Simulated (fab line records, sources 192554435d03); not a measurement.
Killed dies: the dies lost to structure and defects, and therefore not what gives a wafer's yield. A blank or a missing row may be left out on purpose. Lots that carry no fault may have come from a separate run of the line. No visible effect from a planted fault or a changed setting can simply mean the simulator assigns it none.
Which tool is to blame? :: flow n5Finfet :: 9 lots with 25 wafers sampled at 5 steps, on a route of 1938 steps

## WHAT THE GAUGES READ, wafer by wafer
N5_BEOL_M0_SAQP_INSPECT_42: inspects for defects (brightfield). Usual: rawDefectCount 304, standard deviation 86.
lot: L194
measured: day 7 08:04
on: defectInspect-01
rawDefectCount: 266 334 275
flag: 

lot: L195
measured: day 7 09:17
on: defectInspect-02
rawDefectCount: 505 270 336
flag: 

lot: L201
measured: day 7 16:08
on: defectInspect-02
rawDefectCount: 237 257 183
flag: 

lot: L206
measured: day 8 18:02
on: defectInspect-02
rawDefectCount: 188 158 255
flag: 

lot: L213
measured: day 10 12:31
on: defectInspect-01
rawDefectCount: 433 294
flag: 

lot: L214
measured: day 10 19:22
on: defectInspect-01
rawDefectCount: 215 243
flag: 

lot: L215
measured: day 11 00:37
on: defectInspect-02
rawDefectCount: 345 342 278
flag: 

lot: L216
measured: day 11 05:17
on: defectInspect-01
rawDefectCount: 276 169 260
flag: 

lot: L217
measured: day 11 11:05
on: defectInspect-01
rawDefectCount: 277 299 239
flag: 

N5_BEOL_M4_RC_MEAS_101. Usual: DIBL_N 35.6 mV/V, standard deviation 1.7; DIBL_P 35.0 mV/V, standard deviation 2; IOFF_N 0.148 nA/um, standard deviation 0.027; IOFF_P 0.19 nA/um, standard deviation 0.032; ION_N 671 uA/um, standard deviation 14; ION_P 460 uA/um, standard deviation 9.1; SS_N 71.3 mV/dec, standard deviation 0.62; SS_P 73.0 mV/dec, standard deviation 0.64; VT_N 251 mV, standard deviation 3.2; VT_P -251.5 mV, standard deviation 2.9.
lot: L194
measured: day 9 08:05
on: prober-02
DIBL_N (mV/V): 36.1 35.4 35.2
DIBL_P (mV/V): 37.1 37.2 35.8
IOFF_N (nA/um): 0.174 0.150 0.148
IOFF_P (nA/um): 0.20 0.19 0.17
ION_N (uA/um): 701 673 678
ION_P (uA/um): 470 460 464
SS_N (mV/dec): 71.1 70.9 71.2
SS_P (mV/dec): 73.9 73.9 73.1
VT_N (mV): 248 252 251
VT_P (mV): -252.5 -249.9 -251.1
flag: 

lot: L195
measured: day 9 12:35
on: prober-02
DIBL_N (mV/V): 34.3 35.7 33.8
DIBL_P (mV/V): 32.1 34.3 31.4
IOFF_N (nA/um): 0.130 0.156 0.123
IOFF_P (nA/um): 0.17 0.20 0.16
ION_N (uA/um): 663 696 671
ION_P (uA/um): 456 474 462
SS_N (mV/dec): 71.3 71.2 71.0
SS_P (mV/dec): 73.1 72.7 72.7
VT_N (mV): 250 248 254
VT_P (mV): -252.0 -251.6 -250.1
flag: 

lot: L201
measured: day 9 23:37
on: prober-02
DIBL_N (mV/V): 37.1 34.2 34.7
DIBL_P (mV/V): 36.6 32.5 33.0
IOFF_N (nA/um): 0.197 0.137 0.146
IOFF_P (nA/um): 0.23 0.17 0.17
ION_N (uA/um): 695 684 683
ION_P (uA/um): 472 469 461
SS_N (mV/dec): 71.7 70.8 71.3
SS_P (mV/dec): 73.7 72.0 72.5
VT_N (mV): 245 249 249
VT_P (mV): -246.6 -251.2 -253.8
flag: 

lot: L206
measured: day 11 13:08
on: prober-02
DIBL_N (mV/V): 36.1 34.2 33.9
DIBL_P (mV/V): 36.8 34.5 33.6
IOFF_N (nA/um): 0.198 0.147 0.139
IOFF_P (nA/um): 0.24 0.21 0.19
ION_N (uA/um): 690 670 672
ION_P (uA/um): 472 464 457
SS_N (mV/dec): 71.4 71.4 71.4
SS_P (mV/dec): 74.1 73.5 72.5
VT_N (mV): 244 250 249
VT_P (mV): -246.3 -245.1 -250.3
flag: 

lot: L213
measured: day 13 12:05
on: prober-01
DIBL_N (mV/V): 36.7 35.3
DIBL_P (mV/V): 34.2 34.1
IOFF_N (nA/um): 0.147 0.133
IOFF_P (nA/um): 0.18 0.18
ION_N (uA/um): 655 682
ION_P (uA/um): 454 476
SS_N (mV/dec): 71.5 70.5
SS_P (mV/dec): 72.7 72.9
VT_N (mV): 252 252
VT_P (mV): -250.2 -251.4
flag: 

lot: L214
measured: day 13 17:23
on: prober-02
DIBL_N (mV/V): 35.5 40.2
DIBL_P (mV/V): 34.2 40.5
IOFF_N (nA/um): 0.119 0.222
IOFF_P (nA/um): 0.18 0.30
ION_N (uA/um): 662 692
ION_P (uA/um): 458 475
SS_N (mV/dec): 70.5 72.3
SS_P (mV/dec): 72.3 73.4
VT_N (mV): 253 247
VT_P (mV): -251.4 -244.4
flag: 

lot: L215
measured: day 13 20:51
on: prober-02
DIBL_N (mV/V): 34.3 36.1 33.4
DIBL_P (mV/V): 32.5 34.7 31.5
IOFF_N (nA/um): 0.125 0.166 0.114
IOFF_P (nA/um): 0.17 0.21 0.16
ION_N (uA/um): 661 677 662
ION_P (uA/um): 453 458 460
SS_N (mV/dec): 71.1 71.4 70.9
SS_P (mV/dec): 72.1 72.9 71.8
VT_N (mV): 250 245 254
VT_P (mV): -253.9 -248.5 -254.1
flag: 

lot: L216
measured: day 14 10:01
on: prober-01
DIBL_N (mV/V): 37.0 36.2 34.6
DIBL_P (mV/V): 37.4 35.8 33.7
IOFF_N (nA/um): 0.156 0.144 0.120
IOFF_P (nA/um): 0.22 0.18 0.16
ION_N (uA/um): 677 680 668
ION_P (uA/um): 472 464 462
SS_N (mV/dec): 71.3 71.2 69.9
SS_P (mV/dec): 73.3 72.3 72.6
VT_N (mV): 250 251 254
VT_P (mV): -251.2 -253.6 -252.9
flag: 

lot: L217
measured: day 14 09:56
on: prober-02
DIBL_N (mV/V): 37.7 35.9 36.3
DIBL_P (mV/V): 37.6 35.5 36.0
IOFF_N (nA/um): 0.200 0.155 0.166
IOFF_P (nA/um): 0.22 0.19 0.20
ION_N (uA/um): 701 679 681
ION_P (uA/um): 468 458 456
SS_N (mV/dec): 71.8 71.2 71.3
SS_P (mV/dec): 74.1 73.3 73.6
VT_N (mV): 246 249 245
VT_P (mV): -253.1 -251.3 -250.3
flag: 

## WHICH TOOL RAN EACH LOT (tool, then ch and the chambers of the sampled wafers, then the start)
lot: L194
N5_BEOL_M0_SAQP_ETCH_73: rieDiel-02 ch 2,3, day 7 08:10
N5_BEOL_M0_CUTY_COAT_51: lithoTrack-03 ch 0, day 7 09:13
N5_BEOL_M0_CUTY_DESCUM_61: rieDiel-06 ch 0,2,3, day 7 09:39

lot: L195
N5_BEOL_M0_SAQP_ETCH_73: rieDiel-05 ch 0,1,2, day 7 09:46
N5_BEOL_M0_CUTY_COAT_51: lithoTrack-01 ch 0, day 7 11:01
N5_BEOL_M0_CUTY_DESCUM_61: rieDiel-01 ch 0,1, day 7 11:26

lot: L201
N5_BEOL_M0_SAQP_ETCH_73: rieDiel-05 ch 0,1,2, day 7 16:13
N5_BEOL_M0_CUTY_COAT_51: lithoTrack-03 ch 0, day 7 17:07
N5_BEOL_M0_CUTY_DESCUM_61: rieDiel-06 ch 1,3, day 7 17:26

lot: L206
N5_BEOL_M0_SAQP_ETCH_73: rieDiel-04 ch 0,2,3, day 8 18:08
N5_BEOL_M0_CUTY_COAT_51: lithoTrack-03 ch 0, day 8 20:21
N5_BEOL_M0_CUTY_DESCUM_61: rieDiel-03 ch 0,1,2, day 8 20:56

lot: L213
N5_BEOL_M0_SAQP_ETCH_73: rieDiel-04 ch 0,3, day 10 12:35
N5_BEOL_M0_CUTY_COAT_51: lithoTrack-01 ch 0, day 10 13:46
N5_BEOL_M0_CUTY_DESCUM_61: rieDiel-01 ch 1,3, day 10 14:20

lot: L214
N5_BEOL_M0_SAQP_ETCH_73: rieDiel-05 ch 2,3, day 10 19:27
N5_BEOL_M0_CUTY_COAT_51: lithoTrack-01 ch 0, day 10 20:25
N5_BEOL_M0_CUTY_DESCUM_61: rieDiel-06 ch 0,3, day 10 21:09

lot: L215
N5_BEOL_M0_SAQP_ETCH_73: rieDiel-04 ch 0,1,3, day 11 00:43
N5_BEOL_M0_CUTY_COAT_51: lithoTrack-01 ch 0, day 11 01:50
N5_BEOL_M0_CUTY_DESCUM_61: rieDiel-06 ch 0,1,2, day 11 03:22

lot: L216
N5_BEOL_M0_SAQP_ETCH_73: rieDiel-05 ch 1,3, day 11 05:22
N5_BEOL_M0_CUTY_COAT_51: lithoTrack-05 ch 0, day 11 07:02
N5_BEOL_M0_CUTY_DESCUM_61: rieDiel-01 ch 2,3, day 11 07:37

lot: L217
N5_BEOL_M0_SAQP_ETCH_73: rieDiel-02 ch 0,2,3, day 11 11:30
N5_BEOL_M0_CUTY_COAT_51: lithoTrack-03 ch 0, day 11 12:25
N5_BEOL_M0_CUTY_DESCUM_61: rieDiel-03 ch 2,3, day 11 12:55
- N5_BEOL_M0_SAQP_ETCH_73: etches SiARC in CF4, target depth 19.5 nm, time 32.5 s.
- N5_BEOL_M0_CUTY_COAT_51: resist thk 150 nm.
- N5_BEOL_M0_CUTY_DESCUM_61: chemistry O2, time 7.9 s.

## WHAT THE TOOLS THEMSELVES READ (means of the sampled wafers that have a number; where no wafer has one, the mark that the record gives instead)
N5_BEOL_M0_SAQP_ETCH_73. Usual: drypumpMotorCurrentA 5.6 A, standard deviation 0.32; etchRfOnTimeS 32.9 s, standard deviation 0.92; oesProductAu 0.65 a.u., standard deviation 0.076; rfVppV 184.2 V, standard deviation 1.1; showerheadPlenumPTorr 2.14 Torr, standard deviation 0.067; throttleValvePct 15.65 %, standard deviation 0.22.
lot: L194
tool: rieDiel-02
drypumpMotorCurrentA (A): 5.6
etchRfOnTimeS (s): 32.9
oesProductAu (a.u.): 0.58
rfVppV (V): 184.6
showerheadPlenumPTorr (Torr): 2.17
throttleValvePct (%): 15.78
flag: 

lot: L195
tool: rieDiel-05
drypumpMotorCurrentA (A): 5.4
etchRfOnTimeS (s): 32.7
oesProductAu (a.u.): 0.67
rfVppV (V): 185.0
showerheadPlenumPTorr (Torr): 2.15
throttleValvePct (%): 15.47
flag: 

lot: L201
tool: rieDiel-05
drypumpMotorCurrentA (A): 5.4
etchRfOnTimeS (s): 32.0
oesProductAu (a.u.): 0.67
rfVppV (V): 184.7
showerheadPlenumPTorr (Torr): 2.15
throttleValvePct (%): 15.48
flag: 

lot: L206
tool: rieDiel-04
drypumpMotorCurrentA (A): 5.6
etchRfOnTimeS (s): 33.2
oesProductAu (a.u.): 0.60
rfVppV (V): 183.9
showerheadPlenumPTorr (Torr): 2.09
throttleValvePct (%): 15.87
flag: 

lot: L213
tool: rieDiel-04
drypumpMotorCurrentA (A): 5.6
etchRfOnTimeS (s): 33.5
oesProductAu (a.u.): 0.59
rfVppV (V): 183.9
showerheadPlenumPTorr (Torr): 2.08
throttleValvePct (%): 15.99
flag: 

lot: L214
tool: rieDiel-05
drypumpMotorCurrentA (A): 6.1
etchRfOnTimeS (s): 32.5
oesProductAu (a.u.): 0.71
rfVppV (V): 183.8
showerheadPlenumPTorr (Torr): 2.20
throttleValvePct (%): 15.53
flag: 

lot: L215
tool: rieDiel-04
drypumpMotorCurrentA (A): 5.7
etchRfOnTimeS (s): 33.7
oesProductAu (a.u.): 0.59
rfVppV (V): 183.4
showerheadPlenumPTorr (Torr): 2.12
throttleValvePct (%): 15.86
flag: 

lot: L216
tool: rieDiel-05
drypumpMotorCurrentA (A): 5.9
etchRfOnTimeS (s): 32.6
oesProductAu (a.u.): 0.76
rfVppV (V): 185.7
showerheadPlenumPTorr (Torr): 2.24
throttleValvePct (%): 15.53
flag: 

lot: L217
tool: rieDiel-02
drypumpMotorCurrentA (A): 5.5
etchRfOnTimeS (s): 32.5
oesProductAu (a.u.): 0.73
rfVppV (V): 184.0
showerheadPlenumPTorr (Torr): 2.11
throttleValvePct (%): 15.51
flag: 

N5_BEOL_M0_CUTY_COAT_51. Usual: spinSpeedRpm 1499.6 rpm, standard deviation 0.9.
lot: L194
tool: lithoTrack-03
spinSpeedRpm (rpm): 1498.2
flag: 

lot: L195
tool: lithoTrack-01
spinSpeedRpm (rpm): 1499.8
flag: 

lot: L201
tool: lithoTrack-03
spinSpeedRpm (rpm): 1456.6
flag: OFF

lot: L206
tool: lithoTrack-03
spinSpeedRpm (rpm): 1457.1
flag: OFF

lot: L213
tool: lithoTrack-01
spinSpeedRpm (rpm): 1500.8
flag: 

lot: L214
tool: lithoTrack-01
spinSpeedRpm (rpm): 1500.0
flag: 

lot: L215
tool: lithoTrack-01
spinSpeedRpm (rpm): 1499.9
flag: 

lot: L216
tool: lithoTrack-05
spinSpeedRpm (rpm): 1500.1
flag: 

lot: L217
tool: lithoTrack-03
spinSpeedRpm (rpm): 1499.5
flag: 

N5_BEOL_M0_CUTY_DESCUM_61. Usual: drypumpMotorCurrentA 5.6 A, standard deviation 0.48; oesProductAu 0.80 a.u., standard deviation 0.1; rfVppV 242.7 V, standard deviation 1; showerheadPlenumPTorr 2.07 Torr, standard deviation 0.056; throttleValvePct 20.5 %, standard deviation 0.31.
lot: L194
tool: rieDiel-06
drypumpMotorCurrentA (A): 5.5
oesProductAu (a.u.): 0.79
rfVppV (V): 243.2
showerheadPlenumPTorr (Torr): 2.07
throttleValvePct (%): 20.5
flag: 

lot: L195
tool: rieDiel-01
drypumpMotorCurrentA (A): 5.3
oesProductAu (a.u.): 0.67
rfVppV (V): 242.7
showerheadPlenumPTorr (Torr): 2.06
throttleValvePct (%): 20.7
flag: 

lot: L201
tool: rieDiel-06
drypumpMotorCurrentA (A): 5.9
oesProductAu (a.u.): 0.67
rfVppV (V): 242.8
showerheadPlenumPTorr (Torr): 2.08
throttleValvePct (%): 20.8
flag: 

lot: L206
tool: rieDiel-03
drypumpMotorCurrentA (A): 5.6
oesProductAu (a.u.): 0.87
rfVppV (V): 243.8
showerheadPlenumPTorr (Torr): 2.13
throttleValvePct (%): 20.3
flag: 

lot: L213
tool: rieDiel-01
drypumpMotorCurrentA (A): 6.2
oesProductAu (a.u.): 0.87
rfVppV (V): 242.4
showerheadPlenumPTorr (Torr): 2.04
throttleValvePct (%): 20.2
flag: 

lot: L214
tool: rieDiel-06
drypumpMotorCurrentA (A): 5.9
oesProductAu (a.u.): 0.72
rfVppV (V): 242.1
showerheadPlenumPTorr (Torr): 2.04
throttleValvePct (%): 20.5
flag: 

lot: L215
tool: rieDiel-06
drypumpMotorCurrentA (A): 5.4
oesProductAu (a.u.): 0.78
rfVppV (V): 242.8
showerheadPlenumPTorr (Torr): 2.05
throttleValvePct (%): 20.4
flag: 

lot: L216
tool: rieDiel-01
drypumpMotorCurrentA (A): 5.9
oesProductAu (a.u.): 0.84
rfVppV (V): 241.5
showerheadPlenumPTorr (Torr): 2.05
throttleValvePct (%): 20.5
flag: 

lot: L217
tool: rieDiel-03
drypumpMotorCurrentA (A): 5.8
oesProductAu (a.u.): 0.84
rfVppV (V): 243.4
showerheadPlenumPTorr (Torr): 2.16
throttleValvePct (%): 20.6
flag: 

## THE ANSWER, worked out from the rows above alone
Rule: a lot counts as off when the mean over its wafers that have a number is more than 3 standard deviations away from the usual mean. A lot without any number at a reading at which 4 lots or more have one is off too. All remaining lots with rows at the step are treated as sound. First the gauges in route order, then the tools' own readings, where a lot's mean is used as printed above. At the first step where some lot is off, the reading lying furthest off is the one used; lots without a number count as furthest.
Off, at N5_BEOL_M0_CUTY_COAT_51 on spinSpeedRpm: L201, L206.
If a tool, at that step or one of the process steps before it, ran each lot that is off and ran no sound lot following the first of them, it fits. Of those tried, none fits.

## WHAT THE SIMULATOR HAD PUT IN
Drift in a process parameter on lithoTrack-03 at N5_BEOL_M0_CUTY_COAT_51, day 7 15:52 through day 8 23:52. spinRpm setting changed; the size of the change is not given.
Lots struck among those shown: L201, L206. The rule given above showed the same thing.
